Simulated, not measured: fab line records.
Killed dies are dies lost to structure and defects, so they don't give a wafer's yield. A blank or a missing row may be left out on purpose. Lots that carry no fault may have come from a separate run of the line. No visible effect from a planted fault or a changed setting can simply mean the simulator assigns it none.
fab line records ; flow nandHarc
[record] lots = 7; wafers = 20; lastDay = 24
route steps=1159 shown A_STAIRCASE@609 END@1159
lots with no fault: from the same line, run without faults
startH: the number of hours between the record's first day and the start of the first shown wafer of the lot ; waitH: hours since the lot's step before ; " identical to the entry in the row above ; L1.1+2: several wafers, shown together as one row ; - value missing, or start not given ; * or withheld: withheld ; < > ~ a bound
route shown NAME@n: names a module that has steps shown in the file, with the first one's number in the route ; usual: mean/standard deviation taken from wafers without a fault ; same: alike in all rows ; chamber/n: place in a boat ; sites: per-site readings ; _std_site: how widely they spread, as a standard deviation ; _edge_site: outer sites' mean less inner sites' ; radiusMm: for every site, how far away it sits from the centre of the wafer ; mask NAME#n: copy n ; behind: the tool/chamber that last shaped the wafer ; hold: what put the lot on hold/how long, in hours/how the hold closed ; device: which transistor (n, p or np) failed to switch ; end of line: tests run on the same wafers once the route is complete ; for a step that has no rows: nothing shown but its recipe ; killed: dies lost to structure and defects at the first sort, not the wafer's yield ; map: dies across one wafer; x = killed, . = not, _ = none there
set.NAME: the setting that was run; set.NAME@STEP: the one run at that earlier step ; model.NAME: the simulator's own value behind a step, which no gauge read
certain route steps with their lots: each step a table, each wafer a row
services: when a tool's chamber went out of use (startH, in hours from the record's first day, below 0 if earlier), for how many hours, and the reason
[[steps]]
[step NHARC_A_STAIRCASE_PEB_215]
[recipe] pebTempC = 115; pebTimeS = 130
[step NHARC_A_STAIRCASE_DEVELOP_216]
[recipe] timeS = 140
[step NHARC_A_STAIRCASE_HARDBAKE_218]
[recipe] tempC = 120; timeS = 140
[step NHARC_A_STAIRCASE_DESCUM_219]
[recipe] timeS = 3; o2FlowSccm = 200; arFlowSccm = 0; biasPowerW = 0; chemistry = O2
[usual] drypumpMotorCurrentA = 5.9/0.3; oesProductAu = 0.998/0.0065; rfVppV = 57.9/0.89; showerheadPlenumPTorr = 1.94/0.076; throttleValvePct = 11.311/0.0085
lot.wafer;tool;chamber;startH;waitH;drypumpMotorCurrentA;oesProductAu;rfHoursCounterH;rfVppV;showerheadPlenumPTorr;throttleValvePct
L461.1;rieDiel-13;3;268.03;-;6.3;1.003;28;57.8;1.99;11.306
L461.3;rieDiel-13;2;268.03;-;5.8;0.998;65;58.8;1.93;11.316
L461.5;rieDiel-13;0;268.03;-;5.8;0.993;-;57.8;1.77;11.303
L468.2;rieDiel-13;1;299.24;-;6.2;1.003;6;56.4;1.86;11.296
L468.3;rieDiel-13;3;299.24;-;6.4;1.001;6;57.7;1.99;11.301
L468.1;rieDiel-13;0;299.24;-;5.9;1.009;6;58.3;2.07;11.296
L472.2;rieDiel-13;1;335.49;-;6.2;1.000;20;58.3;1.86;11.324
L472.3;rieDiel-13;3;335.49;-;6.3;1.004;20;57.9;1.98;11.307
L476.4;rieDiel-08;1;341.75;-;5.2;1.002;11;59.1;1.96;11.307
L476.2;rieDiel-08;3;341.75;-;5.7;0.996;10;57.9;1.86;11.309
L476.5;rieDiel-08;1;341.75;-;5.2;0.992;-;58.3;1.96;11.315
L473.2;rieDiel-13;2;342.08;-;5.8;0.999;19;56.3;1.93;11.323
L473.1;rieDiel-13;3;342.08;-;6.3;0.991;23;57.5;1.98;11.304
L473.6;rieDiel-13;2;342.08;-;5.8;1.005;-;58.6;1.93;11.305
L480.3;rieDiel-05;3;358.26;-;6.2;0.985;4;57.4;1.93;11.315
L480.2;rieDiel-05;0;358.26;-;6.1;1.001;4;56.7;2.03;11.311
L480.4;rieDiel-05;1;358.26;-;5.9;0.996;3;58.3;2.01;11.321
L477.2;rieDiel-13;0;362.66;-;5.9;1.000;32;59.4;2.07;11.313
L477.3;rieDiel-13;2;362.66;-;5.8;1.000;29;59.0;1.92;11.309
L477.4;rieDiel-13;3;362.66;-;6.4;0.997;33;58.8;1.98;11.303
[step NHARC_A_STAIRCASE_TRIM_220]
[recipe] timeS = 211.2; o2FlowSccm = 500; arFlowSccm = 0; biasW = 0; chemistry = O2
[step NHARC_A_STAIRCASE_ETCH_221]
[recipe] targetDepthA = 1000; timeS = 40.5; ionEnergyEv = 400; c4f8FlowSccm = 20; o2FlowSccm = 10; arFlowSccm = withheld; rfW = 600; biasW = 1000; chemistry = C4F8/O2
[usual] biasW = 999.9/2.8; oesProductAu = 0.933/0.011; rfFwdPowerW = 592.7/2.4; rfVppV = 898/4.9
lot.wafer;tool;chamber;startH;waitH;biasW;oesProductAu;rfFwdPowerW;rfHoursCounterH;rfVppV
L461.3;rieDiel-13;3;-;-;998.8;0.925;592.3;29;901
L461.1;rieDiel-13;1;-;-;995.4;0.926;591.1;68;894
L461.5;rieDiel-13;0;-;-;1000.6;0.919;593.8;-;885
L468.1;rieDiel-13;2;-;-;998.2;0.951;593.3;7;897
L468.3;rieDiel-13;3;-;-;999.1;0.947;596.0;6;900
L468.2;rieDiel-13;0;-;-;998.4;0.961;595.9;6;906
L472.2;rieDiel-13;0;-;-;999.3;0.917;595.8;20;906
L472.3;rieDiel-13;3;-;-;994.9;0.924;595.6;20;900
L476.2;rieDiel-08;1;-;-;998.9;0.936;593.7;11;896
L476.4;rieDiel-08;3;-;-;996.0;0.947;592.8;10;892
L476.5;rieDiel-08;1;-;-;1004.3;0.920;592.8;-;899
L473.2;rieDiel-13;2;-;-;997.0;0.940;592.8;19;898
L473.1;rieDiel-13;3;-;-;998.6;0.940;592.4;23;900
L473.6;rieDiel-13;3;-;-;1005.1;0.940;591.7;-;899
L480.3;rieDiel-05;3;-;-;1000.9;0.944;589.0;4;896
L480.2;rieDiel-05;1;-;-;999.9;0.946;592.3;4;902
L480.4;rieDiel-05;2;-;-;1001.4;0.951;594.6;4;896
L477.4;rieDiel-13;1;-;-;1001.8;0.924;591.4;33;893
L477.2;rieDiel-13;2;-;-;1003.3;0.943;590.4;30;896
L477.3;rieDiel-13;3;-;-;997.9;0.933;592.0;33;901
[step NHARC_A_STAIRCASE_TRIM_222]
[recipe] timeS = 211.2; o2FlowSccm = 500; arFlowSccm = 0; biasW = 0; chemistry = O2
[step NHARC_A_STAIRCASE_ETCH_223]
[recipe] targetDepthA = 1000; timeS = 40.5; ionEnergyEv = 400; c4f8FlowSccm = 20; o2FlowSccm = 10; arFlowSccm = withheld; rfW = 600; biasW = 1000; chemistry = C4F8/O2
[usual] biasW = 999.7/2.8; oesProductAu = 0.937/0.0093; rfFwdPowerW = 592.5/2.6; rfVppV = 898/4.5
lot.wafer;tool;chamber;startH;waitH;biasW;oesProductAu;rfFwdPowerW;rfHoursCounterH;rfVppV
L461.1;rieDiel-13;1;-;-;999.5;0.934;590.9;68;894
L461.3;rieDiel-13;0;-;-;997.5;0.930;597.1;68;886
L461.5;rieDiel-13;1;-;-;996.7;0.931;591.5;-;892
L468.3;rieDiel-13;3;-;-;998.7;0.935;589.0;6;901
L468.2;rieDiel-13;0;-;-;1001.6;0.944;594.2;6;907
L468.1;rieDiel-13;2;-;-;996.7;0.933;591.6;7;898
L472.3;rieDiel-13;1;-;-;999.7;0.934;595.6;20;893
L472.2;rieDiel-13;2;-;-;1000.4;0.929;594.6;17;897
L476.2;rieDiel-08;2;-;-;1001.8;0.921;592.5;12;891
L476.4;rieDiel-08;0;-;-;999.7;0.940;595.5;11;900
L476.5;rieDiel-08;2;-;-;998.6;0.924;594.2;-;890
L473.2;rieDiel-13;1;-;-;1000.7;0.935;589.0;23;892
L473.1;rieDiel-13;2;-;-;1000.6;0.945;591.5;19;897
L473.6;rieDiel-13;0;-;-;995.3;0.928;595.2;-;904
L480.3;rieDiel-05;0;-;-;1000.4;0.932;595.5;4;902
L480.4;rieDiel-05;2;-;-;1001.6;0.954;592.1;4;896
L480.2;rieDiel-05;3;-;-;999.7;0.927;587.9;5;898
L477.4;rieDiel-13;0;-;-;1000.6;0.932;595.6;32;904
L477.3;rieDiel-13;1;-;-;997.4;0.942;591.6;33;892
L477.2;rieDiel-13;2;-;-;1003.3;0.940;593.3;30;895
[step NHARC_A_STAIRCASE_TRIM_224]
[recipe] timeS = 211.2; o2FlowSccm = 500; arFlowSccm = 0; biasW = 0; chemistry = O2
[step NHARC_A_STAIRCASE_ETCH_225]
[recipe] targetDepthA = 1000; timeS = 40.5; ionEnergyEv = 400; c4f8FlowSccm = 20; o2FlowSccm = 10; arFlowSccm = withheld; rfW = 600; biasW = 1000; chemistry = C4F8/O2
[usual] biasW = 999.8/3; oesProductAu = 0.937/0.0084; rfFwdPowerW = 592.4/2.7; rfVppV = 898/4.8
lot.wafer;tool;chamber;startH;waitH;biasW;oesProductAu;rfFwdPowerW;rfHoursCounterH;rfVppV
L461.3;rieDiel-13;2;-;-;996.7;0.939;591.4;66;897
L461.1;rieDiel-13;3;-;-;1001.2;0.945;589.1;29;900
L461.5;rieDiel-13;0;-;-;999.4;0.942;598.6;-;885
L468.3;rieDiel-13;0;-;-;1001.7;0.928;597.5;6;905
L468.1;rieDiel-13;1;-;-;999.1;0.931;590.2;7;892
L468.2;rieDiel-13;2;-;-;997.7;0.942;590.4;7;896
L472.2;rieDiel-13;1;-;-;999.3;0.936;591.7;20;893
L472.3;rieDiel-13;2;-;-;1000.3;0.942;594.7;17;896
L476.2;rieDiel-08;2;-;-;997.3;0.936;595.6;12;891
L476.4;rieDiel-08;3;-;-;996.1;0.945;595.8;11;893
L476.5;rieDiel-08;2;-;-;993.3;0.948;594.2;-;889
L473.2;rieDiel-13;3;-;-;1001.2;0.928;593.8;23;901
L473.1;rieDiel-13;1;-;-;1006.1;0.927;592.8;23;892
L473.6;rieDiel-13;3;-;-;998.3;0.934;593.2;-;900
L480.4;rieDiel-05;2;-;-;996.7;0.941;591.1;4;896
L480.2;rieDiel-05;3;-;-;1000.4;0.937;586.0;5;896
L480.3;rieDiel-05;0;-;-;995.5;0.945;595.7;4;904
L477.4;rieDiel-13;2;-;-;1001.0;0.934;596.6;30;897
L477.2;rieDiel-13;0;-;-;1001.6;0.924;593.8;32;906
L477.3;rieDiel-13;1;-;-;998.4;0.932;586.9;33;891
[step NHARC_A_STAIRCASE_TRIM_226]
[recipe] timeS = 211.2; o2FlowSccm = 500; arFlowSccm = 0; biasW = 0; chemistry = O2
[usual] drypumpMotorCurrentA = 5.9/0.31; oesProductAu = 0.998/0.0072; rfVppV = 57.9/0.84; showerheadPlenumPTorr = 3.59/0.13; throttleValvePct = 17.037/0.0095
[same] biasW = 0
lot.wafer;tool;chamber;startH;waitH;drypumpMotorCurrentA;oesProductAu;rfHoursCounterH;rfVppV;showerheadPlenumPTorr;throttleValvePct
L461.1;rieDiel-13;1;-;-;6.2;0.997;68;57.3;3.45;17.049
L461.3;rieDiel-13;3;-;-;6.3;0.999;30;57.2;3.66;17.059
L461.5;rieDiel-13;1;-;-;6.3;0.999;-;56.8;3.45;17.037
L468.1;rieDiel-13;3;-;-;6.4;1.002;6;57.6;3.65;17.019
L468.2;rieDiel-13;1;-;-;6.3;1.000;7;58.0;3.44;17.042
L468.3;rieDiel-13;2;-;-;5.8;1.004;7;58.0;3.56;17.043
L472.3;rieDiel-13;3;-;-;6.4;0.996;21;58.8;3.64;17.033
L472.2;rieDiel-13;1;-;-;6.2;1.013;20;57.0;3.43;17.032
L476.4;rieDiel-08;3;-;-;5.6;0.995;11;57.3;3.43;17.058
L476.2;rieDiel-08;1;-;-;5.2;0.986;11;57.2;3.61;17.037
L476.5;rieDiel-08;3;-;-;5.7;0.993;-;57.5;3.43;17.034
L473.1;rieDiel-13;0;-;-;5.9;0.999;23;58.9;3.80;17.032
L473.2;rieDiel-13;1;-;-;6.2;1.001;23;57.5;3.43;17.043
L473.6;rieDiel-13;0;-;-;5.9;1.000;-;59.0;3.80;17.033
L480.3;rieDiel-05;0;-;-;6.1;0.988;4;57.8;3.73;17.034
L480.2;rieDiel-05;1;-;-;5.9;0.991;4;58.4;3.69;17.033
L480.4;rieDiel-05;2;-;-;5.6;1.001;4;57.4;3.53;17.028
L477.4;rieDiel-13;0;-;-;5.9;1.002;32;59.0;3.79;17.041
L477.3;rieDiel-13;1;-;-;6.3;0.996;33;56.9;3.43;17.028
L477.2;rieDiel-13;3;-;-;6.4;0.985;33;58.1;3.64;17.033
[step NHARC_A_STAIRCASE_ETCH_227]
[recipe] targetDepthA = 1000; timeS = 40.5; ionEnergyEv = 400; c4f8FlowSccm = 20; o2FlowSccm = 10; arFlowSccm = withheld; rfW = 600; biasW = 1000; chemistry = C4F8/O2
[usual] biasW = 1000.0/2.8; oesProductAu = 0.941/0.0092; rfFwdPowerW = 592.3/2.4; rfVppV = 898/5.1
lot.wafer;tool;chamber;startH;waitH;biasW;oesProductAu;rfFwdPowerW;rfHoursCounterH;rfVppV
L461.1;rieDiel-13;3;269.72;-;1002.8;0.944;593.1;30;901
L461.3;rieDiel-13;2;269.72;-;1000.5;0.947;593.0;66;898
L461.5;rieDiel-13;3;269.72;-;999.9;0.951;591.9;-;900
L468.2;rieDiel-13;0;300.34;-;999.6;0.926;593.1;6;905
L468.3;rieDiel-13;1;300.34;-;997.4;0.931;589.7;7;892
L468.1;rieDiel-13;2;300.34;-;1001.9;0.942;590.6;7;897
L472.3;rieDiel-13;1;336.51;-;1004.0;0.951;592.9;20;892
L472.2;rieDiel-13;2;336.51;-;999.8;1.105;588.9;17;896
L476.2;rieDiel-08;2;342.80;-;999.6;0.941;593.7;12;890
L476.4;rieDiel-08;0;342.80;-;1000.5;0.943;591.3;11;902
L476.5;rieDiel-08;2;342.80;-;1002.3;0.950;594.8;-;890
L473.2;rieDiel-13;3;343.11;-;996.2;1.091;590.7;23;901
L473.1;rieDiel-13;0;343.11;-;996.4;0.934;594.6;23;906
L473.6;rieDiel-13;2;343.11;-;999.2;1.099;589.7;-;898
L480.3;rieDiel-05;3;359.19;-;997.6;0.921;587.5;5;896
L480.2;rieDiel-05;0;359.19;-;1000.5;0.926;592.1;4;904
L480.4;rieDiel-05;2;359.19;-;998.4;0.929;592.2;4;896
L477.3;rieDiel-13;3;363.75;-;1001.8;0.929;593.6;33;901
L477.4;rieDiel-13;0;363.75;-;1003.4;0.923;598.4;32;906
L477.2;rieDiel-13;1;363.75;-;998.1;1.085;591.4;33;892
[step NHARC_END_SORT_01]
[recipe] tempC = 25
[usual] killedAtArray = 31/12; killedAtOther = 0.6/0.85; killedAtPeriphery = 3.0/2.3; killedDies = 35/12; killedOpen = 3.2/1.9; killedShort = 1.8/1.4
[same] grossDies = 677
lot.wafer;tool;chamber;startH;waitH;killedAtArray;killedAtOther;killedAtPeriphery;killedDies;killedOpen;killedShort
L473.1;prober-01;0;541.63;2.5;31;0;1;32;4;1
L473.2;prober-01;0;542.43;2.8;648;1;3;652;1;5
L473.6;prober-01;0;545.63;4.0;616;0;5;621;4;2
L472.2;prober-02;0;542.31;2.8;656;0;2;658;3;0
L477.2;prober-02;0;565.72;2.8;564;0;4;568;2;6
// killed by level:class
L473.1 A_CHANNEL_HOLE_D1:chamberFilmFlake=16 A_STAIRCASE:chamberFilmFlake=5 A_CONTACT:chamberFilmFlake=3 A_CHANNEL_FILL_D1:geometricParticle:open=2 P_CONTACT:geometricParticle:open=1 A_SGD_CUT:geometricParticle:short=1 A_CONTACT:geometricParticle:open=1 A_ZERO_WELL:chamberFilmFlake=1
L472.2 A_STAIRCASE:areaEtch=623 A_SLIT:chamberFilmFlake=19 A_CONTACT:chamberFilmFlake=5 A_STAIRCASE:chamberFilmFlake=4 A_CHANNEL_HOLE_D1:chamberFilmFlake=2 P_M0:geometricParticle:open=1 P_M2:geometricParticle:open=1 A_ONON_D1:geometricParticle:open=1
L473.2 A_STAIRCASE:areaEtch=608 A_CHANNEL_HOLE_D1:chamberFilmFlake=29 A_STAIRCASE:chamberFilmFlake=5 P_CONTACT:geometricParticle:short=2 A_CONTACT:chamberFilmFlake=2 A_CHANNEL_FILL_D1:geometricParticle:short=1 A_SGD_CUT:geometricParticle:short=1 A_CONTACT:geometricParticle:open=1
L473.6 A_STAIRCASE:areaEtch=586 A_CHANNEL_HOLE_D1:chamberFilmFlake=18 A_CONTACT:chamberFilmFlake=4 A_CONTACT:geometricParticle:open=2 P_STI:chamberFilmFlake=2 A_WL_FILL:chamberFilmFlake=2 P_CONTACT:geometricParticle:short=1 P_M2:geometricParticle:open=1
L477.2 A_STAIRCASE:areaEtch=526 A_CHANNEL_HOLE_D1:chamberFilmFlake=24 A_WL_FILL:geometricParticle:short=4 P_CONTACT:chamberFilmFlake=4 A_CONTACT:geometricParticle:short=2 A_SLIT:chamberFilmFlake=2 A_CONTACT:chamberFilmFlake=2 A_CHANNEL_HOLE_D1:geometricParticle:open=1
// map L472.2 (x killed, . not)
____________.____________
_________.....x._________
_______xxxxxxxxx.._______
______x.xxxxxxxxxxx______
_____xxxxxxxxxxxxxxx_____
____xxxxxxxxxxxxxxxxx____
____x.xxxxxxxxxxxxxxx____
___xxxxxxxxxxxxxxxxxxx___
___.xxxxxxxxxxxxxxxxx.___
__.xxxxxxxxxxxxxxxxxxxx__
__xxxxxxxxxxxxxxxxxxxxx__
_xxxxxxxxxxxxxxxxxxxxxxx_
_xxxxxxxxxxxxxxxxxxxxxxx_
_xxxxxxxxxxxxxxxxxxxxxxx_
_xxxxxxxxxxxxxxxxxxxxxxx_
_xxxxxxxxxxxxxxxxxxxxxxx_
xxxxxxxxxxxxxxxxxxxxxxxx.
xxxxxxxxxxxxxxxxxxxxxxxxx
xxxxxxxxxxxxxxxxxxxxxxxxx
x.xxxxxxxxxxxxxxxxxxxxxxx
xxxxxxxxxxxxxxxxxxxxxxxxx
_xxxxxxxxxxxxxxxxxxxxxxx_
_xxxxxxxxxxxxxxxxxxxxxxx_
_xxxxxxxxxxxxxxxxxxxxxxx_
_xxxxxxxxxxxxxxxxxxxxxxx_
_xxxxxxxxxxxxxxxxxxxxxxx_
__xxxxxxxxxxxxxxxxxxxxx__
__xxxxxxxxxxxxxxxxxxxxx__
___xxxxxxxxxxxxxxxxxxx___
___xxxxxxxxxxxxxxxxxxx___
____.xxxxxxxxxxxxxxxx____
____xxxxxxxxxxxxxxxxx____
_____xxxxxxxxxxxxxxx_____
______xxxxxxxxxxxx.______
_______xxxxxxxxxxx_______
_________.xxxxxx_________
____________x____________
// map L473.2 (x killed, . not)
____________x____________
_________xxxxxxx_________
_______xxxxxxxxxxx_______
______xxxxxxxxxxxxx______
_____xxxxxxxxxxxxxxx_____
____xxxxxxxxxxxxxxxxx____
____xxxxxxxxxxxx.xxxx____
___xxxxxxxxxxxxxxxxxxx___
___xxxxxxxx.xxxxxxxxxx___
__xxxxxxxxxx.xxx.xxxxxx__
__xxxxxxxxxxx.x.xxxxxxx__
_xxxxxx.xxxxxxxxxxxxxxxx_
_xxxxxx.x.xxxxxxxxxxx.xx_
_xxxxxxxxxxxxxxxxxxxxxxx_
_xxxxxxxxxx...xxxxxxxxxx_
_xxxxxxxxx.xxxxxxxxxxxxx_
xxxxxxxxxx.xxxxxxxxxxxxxx
xxxxxxxxxxxx.xxxxxxxxxxxx
xxxxxxxxxxx.xxxxxxxxxxxxx
xxxxxxxxxxxxxxxx.xxxxxxxx
xxxxxxxxxxxx..xxxxxxxxxxx
_xxxxxxxxx.xxxx.x.xxxxxx_
_xxxxxxxx.xxxxxxxxxxxxxx_
_xxxxxxxxxxxxxxxxxxxxxxx_
_xxxxxxxxxxxxxxxx.xxxxxx_
_xxxxxxxxxxxxxxxxxxxxxxx_
__xxxxxxxxxxxxxxxxxxxxx__
__xxxxxxxxxxxxxxxxxxxxx__
___xxxxxxxxxxxxxxxxxxx___
___xxxxxxxxxxxxxxxxxxx___
____xxxxxxxxxxxxxxxxx____
____xxxxxxxxxxxxxxxxx____
_____xxxxxxxxxxxxxxx_____
______xxxxxxxxxxxxx______
_______xxxxxxxxxxx_______
_________xxxxxxx_________
____________x____________
[[services]]
tool;chamber;startH;hours;kind
rieDiel-13;0;255.16;-;clean
rieDiel-13;1;255.16;-;clean
rieDiel-13;2;255.16;-;clean
rieDiel-13;3;255.16;-;clean
rieDiel-13;3;261.93;3.9;repair
rieDiel-05;1;263.63;6.6;repair
rieDiel-13;-;276.14;9.0;pm
rieDiel-13;0;276.14;9.0;ventCycle
rieDiel-13;1;276.14;9.0;ventCycle
rieDiel-13;2;276.14;9.0;ventCycle
rieDiel-13;3;276.14;9.0;ventCycle
rieDiel-13;0;285.14;-;clean
rieDiel-13;0;285.14;-;consumableReplace:showerhead
rieDiel-13;1;285.14;-;clean
rieDiel-13;2;285.14;-;clean
rieDiel-13;3;285.14;-;clean
rieDiel-08;-;302.18;9.0;pm
rieDiel-13;0;309.67;-;clean
rieDiel-13;1;309.67;-;clean
rieDiel-13;2;309.67;-;clean
rieDiel-13;3;309.67;-;clean
rieDiel-08;3;325.44;4.3;repair
rieDiel-13;0;334.17;-;clean
rieDiel-05;-;341.54;9.0;pm
[[key]]
[firstSign] step = NHARC_A_STAIRCASE_ETCH_227; reading = oesProductAu; direction = up; sigmas = 17; usual = 0.941; struck = 1.095
[effect] step = NHARC_END_SORT_01; reading = killedDies; direction = up; sigmas = 51; usual = 35; struck = 625
[moreKillsBornAt] NHARC_A_STAIRCASE_ETCH_227@rieDiel-13 = 2343
metAt NHARC_A_STAIRCASE_ETCH_227
struckWafers L472.2,L473.2,L473.6,L477.2
laterRowsLeftOut L472.2,L473.2,L473.6,L477.2
testerLeftOut L472,L473,L477
onsetBetween 300.34 336.51
[fault] kind = processParameterDrift; tool = rieDiel-13; chamber = -; onsetH = 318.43; steps = NHARC_A_STAIRCASE_ETCH_227; channel = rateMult; offset = 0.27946; shape = step; endH = 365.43; scope = struckWafersOnly
// testerLeftOut: of these lots the tester's yield and bins aren't shown, on N5 and GAA mostly nor the transistor test; their killed dies are dies lost to structure and defects alone, not to doping, threshold or leakage, so they don't give the yield
// laterRowsLeftOut: the simulator's readings of these wafers behind a module that went badly wrong aren't trusted and aren't shown, but for the sort
